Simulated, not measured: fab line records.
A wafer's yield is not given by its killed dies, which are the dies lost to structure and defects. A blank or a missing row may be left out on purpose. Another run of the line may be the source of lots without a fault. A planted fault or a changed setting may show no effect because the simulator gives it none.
Split-lot trial || flow n5 finfet || route with 1938 steps; 7 lots, 21 wafers read

SPLIT DETAILS
At N5_BEOL_M0_SAQP_SPACER1_ALD_98 (deposits SiO2, target thk 12.8 nm, pulse time 1 s, purge time 2 s), the setting ald cycles was moved away from the recipe's 138 on 6 of the 21 wafers read, by -11.6% to +15.9%. The other wafers ran this setting at the recipe's value.

FROM THE SPLIT TO THE READING: what the file shows between them, 2 steps
- N5_BEOL_M0_SAQP_SPACER1_ETCHBACK_99: etches SiO2 in CHF3/O2, target depth 15.4 nm, time 7.7 s
- N5_BEOL_M0_SAQP_MANDREL1_REMOVE_100: chemistry HBr/Cl2/O2, target a-Si, stops on SiNx, bt time 10 s

THE READING
cd nm at N5_BEOL_M0_SAQP_CD_MEAS_25, given in nm (cd target 13.1 nm). Typical for fault-free wafers on this fab line: 12.90 nm, with standard deviation 0.22 nm.

{"wafer": "L078.1", "tool, chamber at the split": "ald sin-04, 3,2", "ald cycles as run": 138, "against the recipe": "recipe", "cd nm, nm": 12.65, "against lot-mates on the recipe": "-"}
{"wafer": "L078.3", "tool, chamber at the split": "ald sin-04, 1", "ald cycles as run": 156, "against the recipe": "+13.0%", "cd nm, nm": 14.71, "against lot-mates on the recipe": "+1.71"}
{"wafer": "L078.6", "tool, chamber at the split": "ald sin-04, 3,2", "ald cycles as run": 138, "against the recipe": "recipe", "cd nm, nm": 13.34, "against lot-mates on the recipe": "-"}
{"wafer": "L079.2", "tool, chamber at the split": "ald sin-01, 3,2", "ald cycles as run": 138, "against the recipe": "recipe", "cd nm, nm": 12.68, "against lot-mates on the recipe": "-"}
{"wafer": "L079.3", "tool, chamber at the split": "ald sin-01, 2", "ald cycles as run": 159, "against the recipe": "+15.2%", "cd nm, nm": 14.90, "against lot-mates on the recipe": "+2.09"}
{"wafer": "L079.5", "tool, chamber at the split": "ald sin-01, 3,2", "ald cycles as run": 138, "against the recipe": "recipe", "cd nm, nm": 12.94, "against lot-mates on the recipe": "-"}
{"wafer": "L082.2", "tool, chamber at the split": "ald sin-04, 1", "ald cycles as run": 160, "against the recipe": "+15.9%", "cd nm, nm": 14.69, "against lot-mates on the recipe": "+1.48"}
{"wafer": "L082.3", "tool, chamber at the split": "ald sin-04, 2,3", "ald cycles as run": 138, "against the recipe": "recipe", "cd nm, nm": 13.14, "against lot-mates on the recipe": "-"}
{"wafer": "L082.4", "tool, chamber at the split": "ald sin-04, 2,3", "ald cycles as run": 138, "against the recipe": "recipe", "cd nm, nm": 13.27, "against lot-mates on the recipe": "-"}
{"wafer": "L091.1", "tool, chamber at the split": "ald sin-03, 0,2,3", "ald cycles as run": 138, "against the recipe": "recipe", "cd nm, nm": 12.93, "against lot-mates on the recipe": "-"}
{"wafer": "L091.2", "tool, chamber at the split": "ald sin-03, 0,2,3", "ald cycles as run": 138, "against the recipe": "recipe", "cd nm, nm": 12.59, "against lot-mates on the recipe": "-"}
{"wafer": "L091.6", "tool, chamber at the split": "ald sin-03, 0,2,3", "ald cycles as run": 138, "against the recipe": "recipe", "cd nm, nm": 13.14, "against lot-mates on the recipe": "-"}
{"wafer": "L094.1", "tool, chamber at the split": "ald sin-04, 2,3", "ald cycles as run": 122, "against the recipe": "-11.6%", "cd nm, nm": 11.27, "against lot-mates on the recipe": -1.29}
{"wafer": "L094.4", "tool, chamber at the split": "ald sin-04, 2,3", "ald cycles as run": 122, "against the recipe": "-11.6%", "cd nm, nm": 11.07, "against lot-mates on the recipe": -1.49}
{"wafer": "L094.5", "tool, chamber at the split": "ald sin-04, 1", "ald cycles as run": 138, "against the recipe": "recipe", "cd nm, nm": 12.56, "against lot-mates on the recipe": "-"}
{"wafer": "L095.1", "tool, chamber at the split": "ald sin-01, 0,3,2", "ald cycles as run": 138, "against the recipe": "recipe", "cd nm, nm": 13.01, "against lot-mates on the recipe": "-"}
{"wafer": "L095.2", "tool, chamber at the split": "ald sin-01, 0,3,2", "ald cycles as run": 138, "against the recipe": "recipe", "cd nm, nm": 12.44, "against lot-mates on the recipe": "-"}
{"wafer": "L095.6", "tool, chamber at the split": "ald sin-01, 0,3,2", "ald cycles as run": 138, "against the recipe": "recipe", "cd nm, nm": 12.99, "against lot-mates on the recipe": "-"}
{"wafer": "L097.2", "tool, chamber at the split": "ald sin-03, 0,2", "ald cycles as run": 138, "against the recipe": "recipe", "cd nm, nm": 13.03, "against lot-mates on the recipe": "-"}
{"wafer": "L097.4", "tool, chamber at the split": "ald sin-03, 0,2", "ald cycles as run": 138, "against the recipe": "recipe", "cd nm, nm": 13.30, "against lot-mates on the recipe": "-"}
{"wafer": "L097.5", "tool, chamber at the split": "ald sin-03, 3", "ald cycles as run": 129, "against the recipe": "-6.5%", "cd nm, nm": 12.13, "against lot-mates on the recipe": -1.03}
Rows listing several chambers each stand for several wafers; the file does not say which wafer went through which chamber.

FIT RESULTS
A straight line over all 21 wafers: cd nm changes by +0.132 nm for each +1% of ald cycles; r = +0.96; the points scatter about the line by 0.27 nm.
The same after taking each lot's own level away (the mean of its wafers on the recipe; 21 wafers): +0.121 nm for each +1%; r = +0.96; scatter 0.23 nm.
The reading moves by 1.9 nm for the largest change in ald cycles, on that fit.
Measured against the standard deviation above, the lots' own levels, which go from 12.560 to 13.205 nm, span 2.9 times it.
So the lot-to-lot level changes the slope little: the two slopes agree.
Check: for one of the wafers moved furthest among these (+15.9%), held out of the fit, the line's prediction against its lot-mates is +2.09 nm. Against them it came out at +1.48 nm.

OTHER SPLITS APPLIED TO THESE WAFERS
Before the reading, these wafers also passed through other splits. Each is held against what the fit with the lots' levels taken away leaves over:
{"other split on the same wafers": "N5_GATE_CUT_EXPOSE_10 dose mj", "wafers away from the commonest value": 5, "r with cd nm (lot level and that fit taken away)": "+0.19"}
{"other split on the same wafers": "N5_MOL_CONTACT_COAG_ALD_131 ald cycles", "wafers away from the commonest value": 6, "r with cd nm (lot level and that fit taken away)": -0.18}
{"other split on the same wafers": "N5_BEOL_M0_SAQP_PECVD_96 time s", "wafers away from the commonest value": 4, "r with cd nm (lot level and that fit taken away)": -0.06}

THE WHOLE CHAIN: every reading that the file lists as answering this split, in the file's order
{"step": "N5_BEOL_M0_SAQP_SPACER1_ALD_98", "what it does": "deposits SiO2, target thk 12.8 nm, pulse time 1 s, purge time 2 s", "reading": "SiO2_of_BEOL_M0_SAQP_SPACER1_ALD_98.thk nm (the simulator's own value, which no gauge read)", "change (the file's fit)": "+0.128 nm for each +1% of the setting", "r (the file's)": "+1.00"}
{"step": "N5_BEOL_M0_SAQP_MANDREL1_REMOVE_100", "what it does": "chemistry HBr/Cl2/O2, target a-Si, stops on SiNx, bt time 10 s", "reading": "BEOL_M0_SAQP.cd nm (the simulator's own value, which no gauge read)", "change (the file's fit)": "+0.123 nm for each +1% of the setting", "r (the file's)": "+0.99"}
{"step": "N5_BEOL_M0_SAQP_CD_MEAS_25", "what it does": "target cd 13.1 nm", "reading": "cd nm", "change (the file's fit)": "+0.121 nm for each +1% of the setting", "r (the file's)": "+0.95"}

THE FILE'S OWN FIT
cd nm changes by +0.121 nm for each +1% of ald cycles, r = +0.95.
